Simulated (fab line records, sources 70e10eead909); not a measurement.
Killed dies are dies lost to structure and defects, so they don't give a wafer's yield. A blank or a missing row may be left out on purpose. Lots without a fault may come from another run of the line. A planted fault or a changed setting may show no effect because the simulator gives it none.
fab line records | flow nand_harc
record lots=24 wafers=72 last_day=32
route steps=1302 shown P_BONDPAD@368 A_CHANNEL_HOLE_D1@462
lots that met no fault: from a run of the same line without faults
start_h: hours from the record's first day to the start of the lot's first wafer shown | wait_h: hours since the lot's step before | " the same as in the row above | L1.1+2: a row that stands for several wafers | - no value, or no start given | * or withheld: withheld | < > ~ a bound
route shown NAME@n: a module of which the file shows steps, and the number in the route of the first | usual: mean/standard deviation of fault-free wafers | same: alike in all rows | chamber/n: place in a boat | sites: the reading at each site | _std_site: their standard deviation | _edge_site: outer sites' mean less inner sites' | radius_mm: how far each site lies from the wafer's centre | mask NAME#n: copy n | behind: the tool/chamber that last shaped the wafer | hold: why the lot was held/for how many hours/how that ended | device: the transistor (n, p or np) that didn't switch | end of line: the same wafers' tests at the end of the route | a step without rows: its recipe alone | killed: dies lost to structure and defects at the first sort, not the wafer's yield | map: a wafer's dies, x killed, . not, _ none there
set.NAME: the setting as run; set.NAME@STEP: as run at that earlier step | model.NAME: the simulator's own value behind a step, which no gauge read
steps of the route over a sample of lots; a table a step, a row a wafer
services: from which hour (start_h, from the record's first day; less than 0 if before it) a tool's chamber was out of use, for how many hours, and why
## steps
# step NHARC_P_BONDPAD_ETCH_37
# recipe target_depth_a=600 overetch_a=180 time_s=65.91 ion_energy_ev=200 n2_flow_sccm=150 h2_flow_sccm=150 ar_flow_sccm=0 rf_w=400 bias_w=150 chemistry=N2/H2
# usual drypump_motor_current_A=5.6/0.58 oes_product_au=0.997/0.0096 rf_vpp_V=430.0/2.7 showerhead_plenum_p_Torr=2.03/0.094 throttle_valve_pct=14.172/0.0089
# columns lot.wafer tool chamber start_h wait_h drypump_motor_current_A oes_product_au rf_hours_counter_h rf_vpp_V showerhead_plenum_p_Torr throttle_valve_pct
L074.2 rie_diel-11 2 116.03 0.1 4.7 0.988 2.1 425.9 1.90 14.164
L074.3 " 3 " " 4.7 0.996 2.2 425.5 1.90 14.168
L074.6 " 3 " " 4.7 0.994 - 425.3 1.90 14.171
L075.3 rie_diel-06 3 119.96 0.1 5.2 1.013 0.2 426.4 1.93 14.173
L075.5 " 3 " " 5.2 1.002 - 427.1 1.93 14.171
L075.6 " 0 " " 5.5 1.009 - 429.5 1.98 14.179
L076.4 rie_diel-06 0 129.46 0.1 5.5 0.999 0.2 428.5 1.98 14.165
L076.2 " 1 " " 5.8 0.996 0.2 429.0 2.05 14.165
L076.5 " 1 " " 5.8 0.986 - 431.1 2.05 14.184
L078.4 rie_diel-11 0 151.15 0.1 5.4 0.998 3.3 434.5 2.17 14.169
L078.1 " 2 " " 4.7 0.988 3.1 426.4 1.90 14.169
L078.6 " 3 " " 4.7 0.985 - 426.2 1.90 14.166
L079.2 rie_diel-10 3 157.11 0.1 6.2 0.979 4.8 431.5 2.06 14.166
L079.3 " 1 " " 6.4 0.988 6.4 434.8 2.13 14.185
L079.6 " 0 " " 6.6 1.001 - 428.9 2.01 14.185
L077.4 rie_diel-11 0 168.74 0.1 5.4 0.993 3.7 433.6 2.17 14.167
L077.3 " 2 " " 4.7 0.990 3.5 427.8 1.90 14.162
L077.5 " 1 " " 5.8 0.999 - 432.4 2.10 14.186
L080.3 rie_diel-10 0 174.30 0.1 6.6 1.007 5.9 429.4 2.01 14.171
L080.1 " 2 " " 5.3 1.006 7.1 427.0 1.94 14.160
L080.5 " 0 " " 6.6 1.007 - 429.6 2.01 14.170
L081.4 rie_diel-11 0 186.84 0.1 5.4 0.997 4.2 433.0 2.17 14.166
L081.1 " 2 " " 4.7 0.988 4.1 427.3 1.90 14.184
L081.6 " 3 " " 4.7 0.977 - 427.4 1.90 14.176
L082.3 rie_diel-10 0 187.53 0.1 6.6 1.018 6.9 430.6 2.01 14.171
L082.2 " 2 " " 5.3 1.011 7.7 427.4 1.94 14.177
L082.4 " 3 " " 6.2 1.003 6.4 430.8 2.06 14.165
L083.2 rie_diel-11 3 208.74 0.1 4.7 0.981 4.6 427.0 1.90 14.154
L083.1 " 0 " " 5.4 0.991 4.6 434.1 2.17 14.162
L083.6 " 2 " " 4.7 0.990 - 426.5 1.90 14.166
L084.4 rie_diel-11 3 214.99 0.1 4.7 0.975 4.7 426.5 1.90 14.173
L084.1 " 0 " " 5.4 0.984 4.8 432.3 2.17 14.170
L084.2 " 2 " " 4.7 0.981 4.6 426.3 1.90 14.172
L085.1 rie_diel-06 3 218.07 0.1 5.2 1.010 5.2 427.1 1.93 14.159
L085.3 " 0 " " 5.5 0.994 5.4 428.8 1.98 14.171
L085.6 " 2 " " 5.9 0.998 - 435.1 2.15 14.176
L086.3 rie_diel-10 0 232.25 0.1 6.6 0.999 0.0 429.5 2.01 14.162
L086.2 " 1 " " 6.5 1.005 0.0 433.0 2.13 14.182
L086.6 " 3 " " 6.2 0.990 - 430.2 2.06 14.167
L087.3 rie_diel-10 3 240.49 0.1 6.2 0.986 1.5 429.5 2.06 14.180
L087.2 " 0 " " 6.5 0.995 1.7 429.7 2.01 14.172
L087.1 " 2 " " 5.3 1.000 1.1 426.5 1.94 14.164
L088.4 rie_diel-11 0 252.50 0.1 5.4 0.998 0.1 435.8 2.17 14.177
L088.2 " 2 " " 4.7 0.995 0.1 427.1 1.90 14.168
L088.5 " 0 " " 5.4 0.991 - 433.9 2.17 14.178
L089.4 rie_diel-11 1 256.14 0.1 5.8 0.998 0.3 430.9 2.10 14.165
L089.3 " 3 " " 4.7 0.980 0.2 426.2 1.90 14.165
L089.6 " 2 " " 4.7 0.990 - 427.3 1.90 14.182
L090.4 rie_diel-06 3 272.85 0.1 5.3 1.010 8.4 427.4 1.93 14.168
L090.3 " 1 " " 5.8 0.981 7.7 430.1 2.04 14.184
L090.6 " 3 " " 5.3 1.005 - 427.6 1.93 14.158
L091.1 rie_diel-10 1 288.15 0.1 6.5 1.006 3.3 432.7 2.12 14.186
L091.5 " 2 " " 5.3 1.008 - 426.9 1.94 14.166
L091.6 " 3 " " 6.2 0.991 - 430.0 2.06 14.177
L092.3 rie_diel-06 1 294.14 0.1 5.8 1.014 0.0 430.5 2.04 14.191
L092.5 " 0 " " 5.5 1.008 - 427.5 1.98 14.195
L092.6 " 1 " " 5.8 1.005 - 432.4 2.04 14.163
L094.4 rie_diel-06 2 308.51 0.1 5.9 1.010 0.7 433.8 2.15 14.155
L094.6 " 2 " " 5.9 1.011 - 433.2 2.15 14.175
L094.5 " 3 " " 5.2 1.001 - 428.5 1.92 14.164
L093.3 rie_diel-10 1 308.96 0.1 6.4 0.987 4.0 431.6 2.13 14.165
L093.2 " 3 " " 6.2 0.976 4.0 431.2 2.06 14.187
L093.4 " 0 " " 6.6 0.999 3.9 429.0 2.01 14.183
L095.2 rie_diel-06 2 326.35 0.1 5.9 1.002 1.4 434.3 2.15 14.175
L095.4 " 3 " " 5.3 1.008 1.0 427.7 1.93 14.172
L095.5 " 1 " " 5.8 1.003 - 431.7 2.04 14.154
L096.4 rie_diel-10 1 331.07 0.1 6.4 1.007 5.6 432.3 2.12 14.197
L096.1 " 3 " " 6.2 0.986 5.1 431.6 2.05 14.161
L096.2 " 0 " " 6.6 1.004 5.2 429.5 2.01 14.178
L097.3 rie_diel-06 0 338.29 0.1 5.5 0.997 1.7 427.3 1.98 14.178
L097.2 " 1 " " 5.8 1.001 2.0 430.4 2.04 14.184
L097.1 " 2 " " 5.9 1.005 1.9 432.2 2.15 14.155
# step NHARC_P_BONDPAD_STRIP_15
# recipe o2_flow_sccm=500 ar_flow_sccm=0 bias_w=0 chemistry=O2
# usual drypump_motor_current_A=5.6/0.56 o2_flow_sccm=500.0/1.5 oes_product_au=0.998/0.0096 rf_vpp_V=57.8/0.88 showerhead_plenum_p_Torr=3.50/0.15 throttle_valve_pct=17.037/0.0093
# columns lot.wafer tool chamber start_h wait_h drypump_motor_current_A o2_flow_sccm oes_product_au rf_hours_counter_h rf_vpp_V showerhead_plenum_p_Torr throttle_valve_pct
L074.2 rie_diel-06 3 116.36 0.1 5.2 501.2 1.012 0.1 56.4 3.35 17.033
L074.3 " 2 " " 5.9 500.4 1.004 0.1 58.8 3.71 17.039
L074.6 " 3 " " 5.3 501.1 0.996 - 57.6 3.35 17.051
L075.3 rie_diel-11 0 120.30 0.1 5.4 497.5 0.988 2.3 57.9 3.74 17.027
L075.6 " 2 " " 4.7 498.8 1.000 - 57.3 3.31 17.052
L075.5 " 3 " " 4.7 499.0 0.989 - 57.6 3.31 17.037
L076.2 rie_diel-11 2 129.76 0.1 4.7 501.2 0.992 2.4 56.8 3.31 17.042
L076.4 " 3 " " 4.7 501.3 0.996 2.4 55.7 3.31 17.035
L076.5 " 2 " " 4.7 499.4 0.991 - 57.2 3.31 17.040
L078.1 rie_diel-10 1 151.46 0.1 6.5 499.0 1.000 6.3 56.3 3.67 17.057
L078.4 " 2 " " 5.3 500.1 1.013 5.8 57.9 3.38 17.048
L078.6 " 1 " " 6.4 499.5 1.000 - 58.3 3.67 17.041
L079.2 rie_diel-06 3 157.42 0.1 5.2 502.6 1.007 1.2 57.9 3.35 17.054
L079.3 " 2 " " 5.9 496.2 1.003 1.2 58.3 3.71 17.047
L079.6 " 0 " " 5.5 500.4 0.997 - 57.4 3.44 17.050
L077.4 rie_diel-06 3 169.07 0.1 5.2 501.0 1.005 1.8 58.2 3.35 17.024
L077.3 " 0 " " 5.5 500.4 0.997 2.2 58.3 3.43 17.033
L077.5 " 1 " " 5.8 501.0 0.990 - 57.5 3.54 17.029
L080.3 rie_diel-06 1 174.63 0.1 5.8 501.2 0.987 2.5 58.3 3.54 17.036
L080.1 " 2 " " 5.9 500.7 1.002 2.1 58.5 3.71 17.036
L080.5 " 3 " " 5.2 496.6 1.014 - 57.9 3.35 17.037
L081.1 rie_diel-06 1 187.15 0.1 5.8 501.6 0.993 3.2 58.4 3.54 17.024
L081.6 " 3 " " 5.2 499.3 1.022 - 57.4 3.35 17.039
L081.4 " 0 " " 5.5 500.1 1.012 - 57.6 3.43 17.045
L082.3 rie_diel-11 0 187.83 0.1 5.4 499.0 0.991 4.3 59.3 3.74 17.021
L082.4 " 1 " " 5.8 500.9 0.994 2.8 58.6 3.63 17.053
L082.2 " 3 " " 4.7 500.5 0.976 4.3 57.0 3.31 17.029
L083.2 rie_diel-11 1 209.05 0.1 5.8 499.9 1.000 3.2 58.9 3.63 17.040
L083.1 " 2 " " 4.7 501.1 0.997 4.5 57.4 3.31 17.027
L083.6 " 1 " " 5.8 499.8 1.005 - 59.3 3.63 17.022
L084.1 rie_diel-10 2 215.29 0.1 5.3 499.4 1.013 10.0 55.9 3.38 17.055
L084.4 " 3 " " 6.2 501.0 1.000 8.9 58.9 3.56 17.042
L084.2 " 0 " " 6.6 500.9 1.007 9.9 58.4 3.48 17.049
L085.3 rie_diel-10 0 218.38 0.1 6.6 503.3 1.012 10.0 56.2 3.48 17.038
L085.1 " 1 " " 6.4 501.0 1.001 11.1 58.7 3.66 17.041
L085.6 " 3 " " 6.2 498.9 1.003 - 58.1 3.55 17.027
L086.3 rie_diel-10 0 232.56 0.1 6.6 499.8 0.992 0.1 58.4 3.48 17.016
L086.2 " 1 " " 6.5 498.3 1.007 0.1 57.7 3.66 17.037
L086.6 " 0 " " 6.6 501.3 0.998 - 57.9 3.48 17.040
L087.2 rie_diel-11 1 240.79 0.1 5.8 499.7 0.991 0.0 58.0 3.63 17.033
L087.1 " 2 " " 4.7 500.9 0.990 0.0 56.9 3.31 17.021
L087.3 " 3 " " 4.7 498.3 0.995 0.0 56.0 3.31 17.032
L088.4 rie_diel-06 0 252.80 0.1 5.5 501.0 0.999 7.3 56.1 3.43 17.026
L088.2 " 1 " " 5.8 500.0 0.989 6.6 58.8 3.53 17.050
L088.5 " 0 " " 5.5 499.4 1.013 - 57.5 3.43 17.042
L089.3 rie_diel-11 1 256.47 0.1 5.8 499.7 1.006 0.4 58.5 3.63 17.053
L089.4 " 0 " " 5.4 498.3 0.988 - 57.8 3.73 17.030
L089.6 " 3 " " 4.7 498.2 1.000 - 57.5 3.31 17.033
L090.4 rie_diel-10 0 273.17 0.1 6.6 501.2 0.990 3.3 57.9 3.48 17.040
L090.3 " 2 " " 5.3 498.3 0.997 2.5 57.4 3.37 17.034
L090.6 " 3 " " 6.2 500.9 0.990 - 58.1 3.55 17.040
L091.1 rie_diel-10 2 288.52 0.1 5.3 499.0 1.010 2.9 56.8 3.37 17.032
L091.6 " 1 " " 6.4 499.1 1.013 - 57.4 3.66 17.035
L091.5 " 2 " " 5.3 499.9 1.004 - 57.6 3.37 17.024
L092.3 rie_diel-11 1 294.45 0.1 5.8 500.3 1.005 1.5 58.8 3.63 17.041
L092.6 " 0 " " 5.4 499.8 0.992 - 58.8 3.73 17.044
L092.5 " 1 " " 5.8 499.3 1.000 - 57.8 3.63 17.037
L094.4 rie_diel-11 3 308.85 0.1 4.7 500.2 0.983 1.2 57.6 3.31 17.040
L094.6 " 1 " " 5.8 498.4 0.991 - 58.2 3.63 17.038
L094.5 " 2 " " 4.7 500.1 0.985 - 56.0 3.31 17.025
L093.2 rie_diel-06 1 309.26 0.1 5.8 496.8 1.001 0.9 58.0 3.53 17.033
L093.3 " 2 " " 5.9 504.1 1.008 0.8 57.3 3.70 17.038
L093.4 " 0 " " 5.5 497.1 0.997 0.7 57.9 3.43 17.040
L095.2 rie_diel-11 1 326.64 0.1 5.8 501.4 0.991 2.2 59.7 3.63 17.029
L095.4 " 0 " " 5.4 499.7 0.977 1.9 58.7 3.73 17.046
L095.5 " 1 " " 5.8 500.1 0.991 - 58.7 3.63 17.036
L096.4 rie_diel-06 2 331.38 0.1 5.9 500.9 1.003 1.5 59.4 3.70 17.033
L096.1 " 0 " " 5.5 498.6 1.006 1.4 57.9 3.43 17.028
L096.2 " 1 " " 5.8 498.3 1.003 1.8 57.1 3.53 17.056
L097.2 rie_diel-11 1 338.59 0.1 5.8 497.8 0.996 2.6 56.3 3.63 17.045
L097.3 " 2 " " 4.7 502.1 0.981 2.3 57.0 3.31 17.039
L097.1 " 0 " " 5.4 498.9 0.989 2.2 57.8 3.73 17.048
# step NHARC_P_BONDPAD_ANNEAL_28
# recipe temp_c=225 time_s=90
# usual wafer_temp_C_max=226.2/0.32
# columns lot.wafer tool chamber start_h wait_h wafer_temp_C_max
L074.2 rtp_anneal-01 0 117.70 0.3 226.3
L074.3 " 0 " " 226.3
L074.6 " 0 " " 226.5
L075.3 rtp_anneal-02 0 121.66 0.3 226.2
L075.5 " 0 " " 225.8
L075.6 " 0 " " 225.6
L076.2 rtp_anneal-01 0 131.19 0.5 226.5
L076.4 " 0 " " 226.5
L076.5 " 0 " " 226.0
L078.1 rtp_anneal-02 0 152.85 0.4 225.5
L078.4 " 0 " " 225.9
L078.6 " 0 " " 225.8
L079.2 rtp_anneal-02 0 158.85 0.5 225.8
L079.3 " 0 " " 225.9
L079.6 " 0 " " 226.1
L077.3 rtp_anneal-02 0 170.53 0.3 225.8
L077.4 " 0 " " 225.9
L077.5 " 0 " " 225.7
L080.1 rtp_anneal-02 0 175.89 0.3 226.0
L080.3 " 0 " " 225.9
L080.5 " 0 " " 226.0
L081.1 rtp_anneal-01 0 188.63 0.4 226.6
L081.4 " 0 " " 226.5
L081.6 " 0 " " 226.7
L082.2 rtp_anneal-01 0 189.35 - 226.1
L082.3 " 0 " " 226.5
L082.4 " 0 " " 226.3
L083.1 rtp_anneal-02 0 210.32 - 225.7
L083.2 " 0 " " 226.2
L083.6 " 0 " " 225.6
L084.1 rtp_anneal-02 0 216.58 0.3 226.4
L084.2 " 0 " " 226.0
L084.4 " 0 " " 226.1
L085.1 rtp_anneal-01 0 219.65 0.3 226.4
L085.3 " 0 " " 225.8
L085.6 " 0 " " 226.6
L086.2 rtp_anneal-02 0 233.88 - 225.7
L086.3 " 0 " " 226.0
L086.6 " 0 " " 225.6
L087.1 rtp_anneal-01 0 242.08 0.3 226.3
L087.2 " 0 " " 226.3
L087.3 " 0 " " 226.0
L088.2 rtp_anneal-01 0 254.14 0.4 226.5
L088.4 " 0 " " 226.2
L088.5 " 0 " " 226.3
L089.3 rtp_anneal-02 0 257.88 0.3 225.8
L089.4 " 0 " " 226.0
L089.6 " 0 " " 225.9
L090.3 rtp_anneal-01 0 274.55 - 226.7
L090.4 " 0 " " 226.2
L090.6 " 0 " " 226.6
L091.1 rtp_anneal-01 0 289.82 0.3 226.5
L091.5 " 0 " " 226.9
L091.6 " 0 " " 227.2
L092.3 rtp_anneal-02 0 295.82 - 226.0
L092.5 " 0 " " 226.1
L092.6 " 0 " " 225.7
L094.4 rtp_anneal-01 0 310.26 0.3 226.4
L094.5 " 0 " " 226.1
L094.6 " 0 " " 227.2
L093.2 rtp_anneal-02 0 310.60 - 226.2
L093.3 " 0 " " 226.2
L093.4 " 0 " " 226.2
L095.2 rtp_anneal-01 0 327.98 0.3 226.4
L095.4 " 0 " " 226.5
L095.5 " 0 " " 226.2
L096.1 rtp_anneal-02 0 332.68 - 226.0
L096.2 " 0 " " 225.9
L096.4 " 0 " " 225.8
L097.1 rtp_anneal-01 0 339.87 - 226.2
L097.2 " 0 " " 225.9
L097.3 " 0 " " 226.3
# step NHARC_P_BONDPAD_INSPECT_23
# usual raw_defect_count=332/110
# columns lot.wafer tool chamber start_h wait_h raw_defect_count
L074.2 defect_inspect-02 - 118.52 0.0 283
L074.3 " - " " 399
L074.6 " - " " 425
L075.3 defect_inspect-02 - 122.44 0.0 309
L075.5 " - " " 268
L075.6 " - " " 253
L076.2 defect_inspect-02 - 132.01 0.0 420
L076.4 " - " " 437
L076.5 " - " " 336
L078.1 defect_inspect-02 - 153.72 0.0 306
L078.4 " - " " 170
L078.6 " - " " 247
L079.2 defect_inspect-02 - 159.67 0.0 277
L079.3 " - " " 382
L079.6 " - " " 652
L077.3 defect_inspect-02 - 171.30 0.0 333
L077.4 " - " " 231
L077.5 " - " " 317
L080.1 defect_inspect-01 - 176.77 0.0 392
L080.3 " - " " 386
L080.5 " - " " 487
L081.1 defect_inspect-01 - 189.52 0.0 328
L081.4 " - " " 551
L081.6 " - " " 421
L082.2 defect_inspect-01 - 190.20 0.0 294
L082.3 " - " " 188
L082.4 " - " " 217
L083.1 defect_inspect-01 - 211.21 0.0 192
L083.2 " - " " 226
L083.6 " - " " 448
L084.1 defect_inspect-02 - 217.45 0.0 580
L084.2 " - " " 263
L084.4 " - " " 264
L085.1 defect_inspect-02 - 220.52 0.0 291
L085.3 " - " " 427
L085.6 " - " " 216
L086.2 defect_inspect-02 - 234.70 0.0 294
L086.3 " - " " 290
L086.6 " - " " 309
L087.1 defect_inspect-02 - 242.96 0.0 447
L087.2 " - " " 266
L087.3 " - " " 239
L088.2 defect_inspect-01 - 254.97 0.0 226
L088.4 " - " " 275
L088.5 " - " " 238
L089.3 defect_inspect-02 - 258.69 0.0 396
L089.4 " - " " 327
L089.6 " - " " 273
L090.3 defect_inspect-02 - 275.31 0.0 266
L090.4 " - " " 253
L090.6 " - " " 208
L091.1 defect_inspect-01 - 290.74 0.0 227
L091.5 " - " " 225
L091.6 " - " " 336
L092.3 defect_inspect-01 - 296.61 0.0 400
L092.5 " - " " 373
L092.6 " - " " 329
L094.4 defect_inspect-02 - 310.97 0.0 274
L094.5 " - " " 237
L094.6 " - " " 476
L093.2 defect_inspect-02 - 311.41 0.0 587
L093.3 " - " " 494
L093.4 " - " " 236
L095.2 defect_inspect-02 - 328.82 0.0 315
L095.4 " - " " 379
L095.5 " - " " 383
L096.1 defect_inspect-01 - 333.58 0.0 313
L096.2 " - " " 818
L096.4 " - " " 214
L097.1 defect_inspect-02 - 340.77 0.0 284
L097.2 " - " " 252
L097.3 " - " " 444
# step NHARC_A_CHANNEL_HOLE_D1_CD_MEAS_10
# recipe target_cd_nm=100 landing_energy_ev=500
# usual cd_nm=99.9/0.53
# columns lot.wafer tool chamber start_h wait_h cd_nm
L075.3 cd_sem-03 0 159.37 - 100.3
L075.5 " 0 " " 100.3
L075.6 " 0 " " 100.6
L074.2 cd_sem-01 0 159.52 - 99.2
L074.3 " 0 " " 99.9
L074.6 " 0 " " 99.8
L076.2 cd_sem-02 0 180.65 - 99.3
L076.4 " 0 " " 99.8
L076.5 " 0 " " 99.5
L078.1 cd_sem-01 0 193.74 - 99.5
L078.4 " 0 " " 99.1
L078.6 " 0 " " 99.1
L079.2 cd_sem-02 0 201.13 - 99.2
L079.3 " 0 " " 100.0
L079.6 " 0 " " 100.2
L077.3 cd_sem-02 0 212.25 - 99.4
L077.4 " 0 " " 100.5
L077.5 " 0 " " 99.0
L080.1 cd_sem-03 0 219.30 - 100.0
L080.3 " 0 " " 100.5
L080.5 " 0 " " 100.5
L082.2 cd_sem-02 0 245.99 - 99.9
L082.3 " 0 " " 99.4
L082.4 " 0 " " 99.9
L081.1 cd_sem-02 0 247.41 - 99.3
L081.4 " 0 " " 99.3
L081.6 " 0 " " 99.0
L083.1 cd_sem-02 0 250.52 - 99.6
L083.2 " 0 " " 100.0
L083.6 " 0 " " 99.6
L084.1 cd_sem-01 0 263.53 - 99.4
L084.2 " 0 " " 100.6
L084.4 " 0 " " 100.1
L085.1 cd_sem-01 0 263.96 - 99.6
L085.3 " 0 " " 99.7
L085.6 " 0 " " 100.2
L086.2 cd_sem-03 0 284.26 - 99.3
L086.3 " 0 " " 99.3
L086.6 " 0 " " 100.0
L087.1 cd_sem-03 0 284.47 - 101.0
L087.2 " 0 " " 100.0
L087.3 " 0 " " 100.8
L089.3 cd_sem-02 0 299.22 - 99.2
L089.4 " 0 " " 100.2
L089.6 " 0 " " 99.6
L088.2 cd_sem-02 0 299.69 - 100.3
L088.4 " 0 " " 100.1
L088.5 " 0 " " 99.2
L090.3 cd_sem-02 0 314.62 - 100.0
L090.4 " 0 " " 99.9
L090.6 " 0 " " 100.0
L091.1 cd_sem-01 0 330.82 - 100.9
L091.5 " 0 " " 99.9
L091.6 " 0 " " 100.6
L092.3 cd_sem-02 0 335.34 - 99.6
L092.5 " 0 " " 101.0
L092.6 " 0 " " 100.3
L093.2 cd_sem-03 0 350.11 - 100.8
L093.3 " 0 " " 100.6
L093.4 " 0 " " 100.5
L094.4 cd_sem-02 0 350.30 - 100.4
L094.5 " 0 " " 99.8
L094.6 " 0 " " 100.0
L095.2 cd_sem-03 0 370.67 - 99.6
L095.4 " 0 " " 99.8
L095.5 " 0 " " 99.3
L096.1 cd_sem-03 0 370.82 - 100.2
L096.2 " 0 " " 100.2
L096.4 " 0 " " 99.7
L097.1 cd_sem-03 0 380.26 - 99.9
L097.2 " 0 " " 100.8
L097.3 " 0 " " 100.7
# step NHARC_A_CHANNEL_HOLE_D1_ETCH_19
# recipe bias_v=1200 source_w=2500 pressure_mtorr=15 time_s=34.5 ar_flow_sccm=375 c4f8_flow_sccm=28.8 o2_flow_sccm=96.2 temp_c=-20 target_depth_a=* chemistry=C4F8/O2/Ar
# usual drypump_motor_current_A=6.37/0.22 o2_flow_sccm=96.2/0.31 showerhead_plenum_p_Torr=3.64/0.17 temp_c=-20.00/0.1 throttle_valve_pct=37.038/0.0091
# columns lot.wafer tool chamber start_h wait_h drypump_motor_current_A o2_flow_sccm rf_hours_counter_h showerhead_plenum_p_Torr temp_c throttle_valve_pct
L075.3 har_etch-01 0 161.99 1.3 6.45 97.0 - 3.76 -20.06 37.042
L075.5 " 1 " " 6.56 96.1 - 3.67 -20.03 37.050
L075.6 " 0 " " 6.45 96.6 - 3.76 -19.95 37.035
L074.2 har_etch-02 0 164.77 3.7 6.46 96.0 291 3.54 -20.14 37.035
L074.3 " 0 " " 6.52 96.3 - 3.54 -20.00 37.051
L074.6 " 1 " " 6.01 95.8 - 3.46 -19.75 37.032
L076.2 har_etch-01 1 184.45 2.5 6.55 96.6 103 3.67 -19.90 37.031
L076.4 " 0 " " 6.47 96.4 - 3.75 -19.99 37.033
L076.5 " 1 " " 6.52 96.1 - 3.67 -20.02 37.045
L078.1 har_etch-02 0 195.88 0.8 6.47 96.2 310 3.53 -20.14 37.033
L078.4 " 0 " " 6.50 96.6 - 3.53 -20.23 37.022
L078.6 " 0 " " 6.48 96.7 - 3.53 -20.18 37.038
L079.2 har_etch-01 1 202.75 0.1 6.54 96.4 115 3.66 -19.84 37.044
L079.3 " 1 " " 6.56 96.3 - 3.66 -20.16 37.044
L079.6 " 0 " " 6.48 96.4 - 3.74 -19.97 37.027
L077.4 har_etch-02 0 213.79 0.2 6.48 96.2 - 3.52 -20.07 37.039
L077.3 " 1 " " 5.99 96.2 - 3.44 -20.02 37.042
L077.5 " 0 " " 6.48 96.4 - 3.52 -19.98 37.037
L080.1 har_etch-02 0 220.66 0.1 6.50 96.6 329 3.52 -19.98 37.036
L080.3 " 1 " " 6.01 96.1 - 3.44 -20.11 37.050
L080.5 " 0 " " 6.45 96.3 - 3.52 -19.91 37.040
L082.2 har_etch-01 0 247.45 0.1 6.47 96.4 137 3.73 -20.04 37.040
L082.3 " 0 " " 6.51 96.3 - 3.73 -19.95 37.032
L082.4 " 1 " " 6.53 96.2 - 3.65 -20.11 37.035
L081.1 har_etch-02 0 248.90 0.1 6.50 96.2 341 3.51 -19.88 37.046
L081.4 " 1 " " 6.01 96.1 - 3.43 -19.96 37.049
L081.6 " 1 " " 6.00 96.1 - 3.43 -20.05 37.039
L083.2 har_etch-02 0 253.02 0.7 6.50 96.6 344 3.51 -20.09 37.049
L083.1 " 1 " " 5.98 96.3 344 3.43 -19.71 37.024
L083.6 " 0 " " 6.46 96.2 - 3.51 -19.89 37.046
L084.2 har_etch-02 1 266.75 1.9 6.00 95.9 352 3.43 -20.05 37.031
L084.1 " 0 " " 6.44 96.5 352 3.51 -19.96 37.038
L084.4 " 1 " " 5.98 96.0 - 3.43 -20.17 37.044
L085.1 har_etch-01 1 269.28 3.7 6.51 96.7 153 3.64 -20.06 37.054
L085.3 " 0 " " 6.48 95.5 - 3.72 -19.91 37.036
L085.6 " 1 " " 6.53 96.3 - 3.64 -19.94 37.039
L086.2 har_etch-01 1 285.67 0.1 6.51 95.9 160 3.64 -20.04 37.045
L086.3 " 0 " " 6.43 96.4 - 3.72 -20.10 37.046
L086.6 " 1 " " 6.50 96.5 - 3.63 -19.98 37.024
L087.1 har_etch-02 0 285.84 0.1 6.53 96.1 364 3.50 -19.90 37.033
L087.2 " 0 " " 6.51 95.9 - 3.50 -19.88 37.041
L087.3 " 0 " " 6.49 95.9 - 3.50 -19.97 37.023
L089.4 har_etch-02 0 302.55 1.5 6.48 96.2 - 3.49 -20.09 37.053
L089.3 " 1 " " 5.99 96.0 - 3.99 -19.95 37.041
L089.6 " 1 " " 5.99 96.1 - 3.99 -19.84 37.021
L088.2 har_etch-01 1 302.65 0.3 6.51 96.1 175 3.63 -20.21 37.035
L088.4 " 0 " " 6.50 95.6 - 3.71 -19.98 37.051
L088.5 " 1 " " 6.51 95.6 - 3.63 -20.07 37.039
L090.4 har_etch-01 0 316.02 0.1 6.48 96.3 - 3.71 -20.08 37.031
L090.3 " 1 " " 6.51 95.8 - 3.62 -19.80 37.036
L090.6 " 0 " " 6.47 96.4 - 3.71 -20.11 37.039
L091.1 har_etch-02 0 332.34 0.2 6.46 96.0 395 3.49 -20.00 37.036
L091.6 " 0 " " 6.45 96.1 - 3.49 -20.03 37.054
L091.5 " 1 " " 5.99 96.7 - 3.98 -20.06 37.044
L092.3 har_etch-01 1 336.74 0.1 6.54 96.2 - 3.62 -20.02 37.053
L092.6 " 1 " " 6.53 96.2 - 3.62 -20.10 37.035
L092.5 " 0 " " 6.47 96.1 - 3.70 -20.06 37.043
L093.2 har_etch-01 0 351.48 0.1 6.45 95.6 202 3.69 -19.93 37.038
L093.4 " 0 " " 6.41 96.0 - 3.69 -19.95 37.039
L093.3 " 1 " " 6.51 95.8 - 3.61 -20.11 37.028
L094.4 har_etch-02 0 353.37 1.6 6.50 96.3 - 3.48 -19.87 37.043
L094.6 " 1 " " 5.98 95.8 - 3.97 -19.99 37.058
L094.5 " 0 " " 6.54 96.0 - 3.48 -19.96 37.051
L095.2 har_etch-02 0 374.48 2.4 6.47 96.5 0 3.99 -19.99 37.042
L095.4 " 1 " " 5.99 96.3 - 3.97 -20.05 37.054
L095.5 " 1 " " 5.96 96.1 - 3.97 -19.86 37.035
L096.1 har_etch-01 0 374.52 2.0 6.51 95.9 221 3.68 -20.15 37.030
L096.2 " 1 " " 6.54 95.9 221 3.60 -19.98 37.035
L096.4 " 1 " " 6.54 96.2 - 3.60 -20.02 37.032
L097.2 har_etch-02 1 382.83 1.3 5.99 96.1 8 3.96 -20.19 37.031
L097.1 " 0 " " 6.48 95.9 8 3.98 -19.90 37.041
L097.3 " 1 " " 6.00 95.9 - 3.96 -20.24 37.051
## services
# columns tool chamber start_h hours kind
rie_diel-11 1 102.09 15.4 repair
rie_diel-06 - 106.21 9.0 pm
rie_diel-11 0 112.50 - clean
rie_diel-11 2 112.50 - clean
rie_diel-11 3 112.50 - clean
rie_diel-11 0 137.00 - clean
rie_diel-11 1 137.00 - clean
rie_diel-11 2 137.00 - clean
rie_diel-11 3 137.00 - clean
rie_diel-06 3 145.58 8.7 repair
har_etch-02 - 147.79 2.1 repair
rie_diel-11 0 161.50 - clean
rie_diel-11 1 161.50 - clean
rie_diel-06 2 184.35 9.2 repair
rie_diel-10 - 218.50 9.0 pm
rie_diel-11 - 231.50 9.0 pm
rie_diel-10 - 244.40 0.1 repair
rie_diel-11 2 256.34 10.3 repair
rie_diel-10 0 263.17 4.4 repair
rie_diel-06 - 283.21 9.0 pm
rie_diel-10 0 287.13 7.7 repair
rie_diel-11 - 296.29 0.6 repair
rtp_anneal-01 - 348.00 12.0 pm
har_etch-02 - 357.48 17.0 pm
## key
fault none
